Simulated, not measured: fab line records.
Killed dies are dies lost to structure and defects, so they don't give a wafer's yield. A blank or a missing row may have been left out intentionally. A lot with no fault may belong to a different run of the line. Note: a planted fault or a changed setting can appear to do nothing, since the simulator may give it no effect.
Chamber matching :: flow nandHarc :: NHARC_THIN_TSV_DESCUM_14 on rieDiel-10 has 4 sister chambers
The step chemistry O2, time 3 s. 8 wafers are shown with their chamber, then 7 later ones without.

WAFERS WITH THEIR CHAMBER
wafer: L350.2
chamber: 3
drypumpMotorCurrentA (A): 5.69
oesProductAu (a.u.): 0.981

wafer: L353.3
chamber: 1
drypumpMotorCurrentA (A): 5.59
oesProductAu (a.u.): 1.025

wafer: L353.5
chamber: 1
drypumpMotorCurrentA (A): 5.58
oesProductAu (a.u.): 1.024

wafer: L354.1
chamber: 2
drypumpMotorCurrentA (A): 5.51
oesProductAu (a.u.): 1.013

wafer: L354.2
chamber: 0
drypumpMotorCurrentA (A): 5.07
oesProductAu (a.u.): 0.986

wafer: L354.5
chamber: 0
drypumpMotorCurrentA (A): 5.08
oesProductAu (a.u.): 0.980

wafer: L355.1
chamber: 2
drypumpMotorCurrentA (A): 5.50
oesProductAu (a.u.): 1.000

wafer: L355.3
chamber: 3
drypumpMotorCurrentA (A): 5.68
oesProductAu (a.u.): 0.986

WAFERS MISSING THEIR CHAMBER
wafer: L355.4
drypumpMotorCurrentA (A): 5.06
oesProductAu (a.u.): 0.979

wafer: L359.2
drypumpMotorCurrentA (A): 5.50
oesProductAu (a.u.): 1.019

wafer: L359.4
drypumpMotorCurrentA (A): 5.62
oesProductAu (a.u.): 1.003

wafer: L359.6
drypumpMotorCurrentA (A): 5.63
oesProductAu (a.u.): 1.004

wafer: L369.3
drypumpMotorCurrentA (A): 5.59
oesProductAu (a.u.): 1.016

wafer: L369.4
drypumpMotorCurrentA (A): 5.05
oesProductAu (a.u.): 0.997

wafer: L369.5
drypumpMotorCurrentA (A): 5.61
oesProductAu (a.u.): 1.013

EACH ONE'S CHAMBER
wafer: L355.4
from the rows above: 0
in truth: 0

wafer: L359.2
from the rows above: 2
in truth: 2

wafer: L359.4
from the rows above: 1
in truth: 1

wafer: L359.6
from the rows above: can't be placed: 1 or 3
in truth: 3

wafer: L369.3
from the rows above: 1
in truth: 1

wafer: L369.4
from the rows above: 0
in truth: 0

wafer: L369.5
from the rows above: 1
in truth: 1
Placed correctly: 6 of 7. Can't be placed from these rows: 1 (the true chamber is among the candidates in 1). Placed wrongly: 0.
How it was worked out, from the rows above alone: a wafer's distance from a chamber is the root of the sum, over the readings, of the square of ((its reading less the chamber's mean) divided by the reading's scatter). If the next closest chamber is less than 2 further off than the closest, the wafer can't be placed; otherwise it belongs to the closest. A chamber's mean is the mean of its shown wafers. The scatter: take each reading less its chamber's mean, square it, sum over the shown wafers, divide by the number of wafers less the number of chambers, and take the root.
